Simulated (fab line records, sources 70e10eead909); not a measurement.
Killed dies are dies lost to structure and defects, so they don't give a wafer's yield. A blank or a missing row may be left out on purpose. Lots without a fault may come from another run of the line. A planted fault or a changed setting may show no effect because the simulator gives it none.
Which tool did it? | flow nand_harc | 12 lots, 36 wafers sampled, at 5 steps of a route of 1159

WHAT THE GAUGES READ, wafer by wafer
NHARC_A_CHANNEL_HOLE_D1_CD_MEAS_18. Usual: cd_nm 99.3 nm, standard deviation 1.6.
lot  | measured     | on        | cd_nm (nm)        | flag
L908 | day 8 19:19  | cd_sem-02 | 99.9 99.7 100.0   |
L911 | day 9 05:10  | cd_sem-02 | 100.4 100.8 101.1 |
L910 | day 9 06:19  | cd_sem-01 | 98.3 100.6 96.2   |
L912 | day 9 13:47  | cd_sem-01 | 98.2 100.1 97.9   |
L913 | day 9 21:13  | cd_sem-01 | 99.7 97.9 98.1    |
L914 | day 9 19:10  | cd_sem-02 | 101.3 98.8 99.3   |
L919 | day 12 04:14 | cd_sem-02 | 97.4 101.2 99.5   |
L918 | day 12 05:07 | cd_sem-02 | 99.0 97.6 99.9    |
L924 | day 12 12:19 | cd_sem-03 | 99.3 98.4 98.7    |
L923 | day 12 12:28 | cd_sem-02 | 100.7 98.2 98.4   |
L929 | day 13 16:07 | cd_sem-01 | 98.7 99.3 99.4    |
L930 | day 13 23:20 | cd_sem-02 | 96.4 97.5 100.2   |

NHARC_END_SORT_01. Usual: killed_at_array 25, standard deviation 9.8; killed_at_other 0.8, standard deviation 1.1; killed_at_periphery 3.3, standard deviation 2.1; killed_dies 29, standard deviation 10; killed_open 3.3, standard deviation 1.8; killed_short 1.9, standard deviation 1.4.
lot  | measured     | on        | killed_at_array | killed_at_other | killed_at_periphery | killed_dies | killed_open | killed_short | flag
L913 | day 21 08:11 | prober-02 | 676 672 670     | 0 2 1           | 1 3 6               | 677 677 677 | 1 1 6       | 2 2 2        | OFF
L919 | day 23 20:12 | prober-01 | 671 673 675     | 1 0 0           | 5 4 2               | 677 677 677 | 6 5 4       | 2 3 2        | OFF
L918 | day 23 14:49 | prober-01 | 671 672 675     | 1 1 0           | 5 4 2               | 677 677 677 | 3 5 3       | 4 1 0        | OFF

WHICH TOOL RAN EACH LOT (tool, then ch and the chambers of the sampled wafers, then the start)
lot  | NHARC_A_CHANNEL_HOLE_D1_DEP_00                                  | NHARC_A_CHANNEL_HOLE_D1_ETCH_34               | NHARC_A_CHANNEL_HOLE_D1_ETCH_16
L908 | acl_dep-03 ch 0, day 8 15:47                                    | rie_diel-01 ch 0,1,3, day 8 19:19 or earlier  | rie_diel-01 ch 0,1, day 8 19:19 or earlier
L911 | acl_dep-02 ch 0, day 9 01:31                                    | rie_diel-13 ch 2,3, day 9 05:10 or earlier    | rie_diel-13 ch 0,1, day 9 05:10 or earlier
L910 | acl_dep-03 ch 0, day 9 02:08                                    | rie_diel-01 ch 0,1,3, day 9 06:19 or earlier  | rie_diel-01 ch 0,1, day 9 06:19 or earlier
L912 | acl_dep-03 ch 0, day 9 09:51                                    | rie_diel-13 ch 0,1,3, day 9 13:47 or earlier  | rie_diel-13 ch 0,1,2, day 9 13:47 or earlier
L913 | acl_dep-02 ch 0, day 9 14:51                                    | rie_diel-01 ch 0,1,2, day 9 21:13 or earlier  | rie_diel-01 ch 1,2,3, day 9 21:13 or earlier
L914 | acl_dep-01 ch 0, day 9 15:50                                    | rie_diel-13 ch 0,1,3, day 9 19:10 or earlier  | rie_diel-13 ch 0,2,3, day 9 19:10 or earlier
L919 | acl_dep-03 ch 0, day 11 21:09 and acl_dep-01 ch 0, day 11 23:32 | rie_diel-12 ch 1,2,3, day 12 04:14 or earlier | rie_diel-12 ch 1,2,3, day 12 04:14 or earlier
L918 | acl_dep-03 ch 0, day 12 00:00                                   | rie_diel-12 ch 0,1,2, day 12 05:07 or earlier | rie_diel-12 ch 0,3, day 12 05:07 or earlier
L924 | acl_dep-02 ch 0, day 12 08:49                                   | rie_diel-01 ch 1,2,3, day 12 12:19 or earlier | rie_diel-01 ch 1,2,3, day 12 12:19 or earlier
L923 | acl_dep-01 ch 0, day 12 08:59                                   | rie_diel-13 ch 0,1,2, day 12 12:28 or earlier | rie_diel-13 ch 1,2, day 12 12:28 or earlier
L929 | acl_dep-02 ch 0, day 13 12:25                                   | rie_diel-01 ch 1,2, day 13 16:07 or earlier   | rie_diel-01 ch 0,1,2, day 13 16:07 or earlier
L930 | acl_dep-01 ch 0, day 13 19:24                                   | rie_diel-01 ch 0,2,3, day 13 23:20 or earlier | rie_diel-01 ch 0,1,2, day 13 23:20 or earlier
- NHARC_A_CHANNEL_HOLE_D1_DEP_00: deposits aC, target thk 3100 nm.
- NHARC_A_CHANNEL_HOLE_D1_ETCH_34: etches the open film in CF4/CHF3, target depth 154 nm, time 77 s.
- NHARC_A_CHANNEL_HOLE_D1_ETCH_16: etches the open film in O2/COS, target depth 3100 nm, time 806 s.

WHAT THE TOOLS THEMSELVES READ (means of the sampled wafers that have a number; where no wafer has one, the mark that the record gives instead)
NHARC_A_CHANNEL_HOLE_D1_DEP_00. Usual: throttle_valve_pct 35.000 %, standard deviation 0.0096.
lot  | tool                  | throttle_valve_pct (%) | flag
L908 | acl_dep-03            | 35.001                 |
L911 | acl_dep-02            | 35.004                 |
L910 | acl_dep-03            | 34.994                 |
L912 | acl_dep-03            | 35.001                 |
L913 | acl_dep-02            | 35.002                 |
L914 | acl_dep-01            | 35.006                 |
L919 | acl_dep-03/acl_dep-01 | 35.003                 |
L918 | acl_dep-03            | 34.999                 |
L924 | acl_dep-02            | 35.007                 |
L923 | acl_dep-01            | 34.998                 |
L929 | acl_dep-02            | 35.000                 |
L930 | acl_dep-01            | 34.998                 |

NHARC_A_CHANNEL_HOLE_D1_ETCH_34. Usual: drypump_motor_current_A 5.7 A, standard deviation 0.39; oes_product_au 0.944 a.u., standard deviation 0.025; rf_fwd_power_W 495.5 W, standard deviation 1.7; rf_vpp_V 371.5 V, standard deviation 2.4; showerhead_plenum_p_Torr 1.60 Torr, standard deviation 0.068; throttle_valve_pct 16.802 %, standard deviation 0.0088.
lot  | tool        | drypump_motor_current_A (A) | oes_product_au (a.u.) | rf_fwd_power_W (W) | rf_vpp_V (V) | showerhead_plenum_p_Torr (Torr) | throttle_valve_pct (%) | flag
L908 | rie_diel-01 | 5.4                         | 0.963                 | 495.6              | 371.8        | 1.62                            | 16.805                 |
L911 | rie_diel-13 | 6.4                         | 0.970                 | 497.6              | 370.1        | 1.55                            | 16.798                 |
L910 | rie_diel-01 | 5.4                         | 0.941                 | 495.4              | 372.2        | 1.62                            | 16.801                 |
L912 | rie_diel-13 | 5.9                         | 0.960                 | 494.1              | 370.0        | 1.57                            | 16.801                 |
L913 | rie_diel-01 | 5.4                         | 0.942                 | 494.6              | 372.9        | 1.65                            | 16.796                 |
L914 | rie_diel-13 | 5.9                         | 0.961                 | 494.7              | 370.5        | 1.57                            | 16.806                 |
L919 | rie_diel-12 | 6.0                         | 0.937                 | 496.9              | 369.1        | 1.52                            | 16.813                 |
L918 | rie_diel-12 | 6.0                         | 0.959                 | 497.9              | 369.2        | 1.55                            | 16.800                 |
L924 | rie_diel-01 | 5.3                         | 0.964                 | 495.8              | 371.8        | 1.62                            | 16.796                 |
L923 | rie_diel-13 | 6.2                         | 0.916                 | 494.6              | 371.8        | 1.60                            | 16.806                 |
L929 | rie_diel-01 | 5.3                         | 0.916                 | 495.5              | 372.7        | 1.66                            | 16.804                 |
L930 | rie_diel-01 | 5.4                         | 0.918                 | 494.1              | 373.3        | 1.65                            | 16.787                 |

NHARC_A_CHANNEL_HOLE_D1_ETCH_16. Usual: drypump_motor_current_A 5.7 A, standard deviation 0.38; oes_product_au 0.998 a.u., standard deviation 0.0077; rf_fwd_power_W 499.3 W, standard deviation 1.4; rf_vpp_V 315.0 V, standard deviation 2.1; showerhead_plenum_p_Torr 3.18 Torr, standard deviation 0.13; throttle_valve_pct 28.329 %, standard deviation 0.0098.
lot  | tool        | drypump_motor_current_A (A) | oes_product_au (a.u.) | rf_fwd_power_W (W) | rf_vpp_V (V) | showerhead_plenum_p_Torr (Torr) | throttle_valve_pct (%) | flag
L908 | rie_diel-01 | 5.5                         | 0.988                 | 498.6              | 315.7        | 3.27                            | 28.319                 |
L911 | rie_diel-13 | 6.0                         | 0.998                 | 498.9              | 315.5        | 3.17                            | 28.324                 |
L910 | rie_diel-01 | 5.4                         | 0.996                 | 498.3              | 315.8        | 3.21                            | 28.325                 |
L912 | rie_diel-13 | 6.2                         | 1.000                 | 499.3              | 314.9        | 3.18                            | 28.323                 |
L913 | rie_diel-01 | 5.4                         | 1.002                 | 499.6              | 314.9        | 3.23                            | 28.327                 |
L914 | rie_diel-13 | 6.1                         | 1.000                 | 498.9              | 314.7        | 3.14                            | 28.330                 |
L919 | rie_diel-12 | 6.1                         | 1.002                 | 501.7              | 312.8        | 3.01                            | 28.325                 |
L918 | rie_diel-12 | 6.2                         | 1.016                 | 499.2              | 311.8        | 2.98                            | 28.337                 |
L924 | rie_diel-01 | 5.4                         | 0.996                 | 500.2              | 316.1        | 3.22                            | 28.337                 |
L923 | rie_diel-13 | 6.4                         | 0.994                 | 499.7              | 313.9        | 3.11                            | 28.322                 |
L929 | rie_diel-01 | 5.4                         | 1.006                 | 499.0              | 316.4        | 3.27                            | 28.335                 |
L930 | rie_diel-01 | 5.4                         | 1.000                 | 499.8              | 316.8        | 3.27                            | 28.329                 |

THE ANSWER, worked out from the rows above alone
Rule: a lot is off if the mean of its wafers that have a number lies more than 3 standard deviations from the usual mean. A lot without any number at a reading at which 4 lots or more have one is off too. The other lots that the step has rows for count as sound. The gauges are gone through in route order, then the tools' own readings, and for those a lot's mean is taken as printed above. The first step at which some lot is off is used, and at that step the reading that is off furthest; a lot without a number counts as furthest.
Off: L913, L919, L918, at NHARC_END_SORT_01 (killed_at_array). Neither off nor sound, because the step has no rows for them: L908, L911, L910, L912, L914, L924, L923, L929, L930.
A tool fits if, at a process step before that reading, it ran every lot that is off, and no sound lot after the first of them. The gauges at NHARC_END_SORT_01 are tried like those tools. NHARC_A_CHANNEL_HOLE_D1_ETCH_34 gives no start for some lots, so the hours and the order of its lots are those of NHARC_A_CHANNEL_HOLE_D1_CD_MEAS_18. NHARC_A_CHANNEL_HOLE_D1_ETCH_16 gives no start for some lots, so the hours and the order of its lots are those of NHARC_A_CHANNEL_HOLE_D1_CD_MEAS_18. None of those tried fits.

WHAT THE SIMULATOR HAD PUT IN
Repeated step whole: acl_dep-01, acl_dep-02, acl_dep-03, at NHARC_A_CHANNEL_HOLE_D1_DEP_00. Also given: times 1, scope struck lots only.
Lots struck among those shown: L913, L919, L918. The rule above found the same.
